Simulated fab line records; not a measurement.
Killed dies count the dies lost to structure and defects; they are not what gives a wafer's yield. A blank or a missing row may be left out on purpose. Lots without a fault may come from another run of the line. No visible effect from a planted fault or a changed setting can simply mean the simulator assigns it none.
Matching of chambers -- flow n5_finfet -- ald_metal-01 running N5_HKMG_FIN_ALD_21: 4 sister chambers
The step deposits TiN, target thk 1.5 nm, pulse time 1 s, purge time 3 s. 16 wafers are shown with their chamber, then 8 later ones without.

WAFERS PAIRED WITH THEIR CHAMBERS
wafer,chamber,heater_power_outer_w (W),heater_power_w (W),precursor_pulse_height_rel
L075.2,0,590,940,0.976
L075.4,3,526,802,0.994
L075.6,3,528,795,0.987
L076.2,3,533,787,0.978
L076.4,2,480,852,1.011
L076.6,2,476,845,0.950
L080.1,1,566,910,0.995
L080.5,3,539,802,0.957
L080.6,1,589,919,1.016
L086.1,3,538,792,0.989
L086.3,0,594,931,1.036
L086.5,1,569,944,1.004
L091.1,1,586,919,0.954
L091.2,3,523,805,1.020
L091.6,0,582,910,1.009
L094.2,2,476,838,1.004

SIGNATURES, as means of the wafers listed above
reading,chamber 0,chamber 1,chamber 2,chamber 3,scatter within a chamber
heater_power_outer_w,588.67,577.50,477.33,531.17,7.69
heater_power_w,927.00,923.00,845.00,797.17,11
precursor_pulse_height_rel,1.00700,0.99225,0.98833,0.98750,0.0263
Rule: a wafer's distance from a chamber is the root of the sum, over the readings, of the square of ((its reading less the chamber's mean) divided by the reading's scatter). The wafer belongs to the nearest chamber; if the next one is less than 2 further off, it can't be placed. The scatter: the root of (the sum of the squares of (reading less its chamber's mean) over the shown wafers, divided by (wafers less chambers)).

WAFERS WITH NO CHAMBER GIVEN
wafer,heater_power_outer_w (W),heater_power_w (W),precursor_pulse_height_rel
L094.3,584,932,1.018
L094.5,600,922,0.993
L095.1,591,945,0.987
L095.3,524,773,1.011
L095.6,483,850,0.993
L097.1,476,842,1.004
L097.3,542,819,0.991
L097.6,484,857,0.998

CHAMBER TAKEN BY EACH
wafer,from the rows above,in truth
L094.3,can't be placed: 0 or 1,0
L094.5,can't be placed: 0 or 1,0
L095.1,can't be placed: 0 or 1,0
L095.3,3,3
L095.6,2,2
L097.1,2,2
L097.3,3,3
L097.6,2,2
5 of 8 placed correctly. From these rows, 3 cannot be placed; in 3 the true chamber is one of the candidates. 0 placed wrongly.
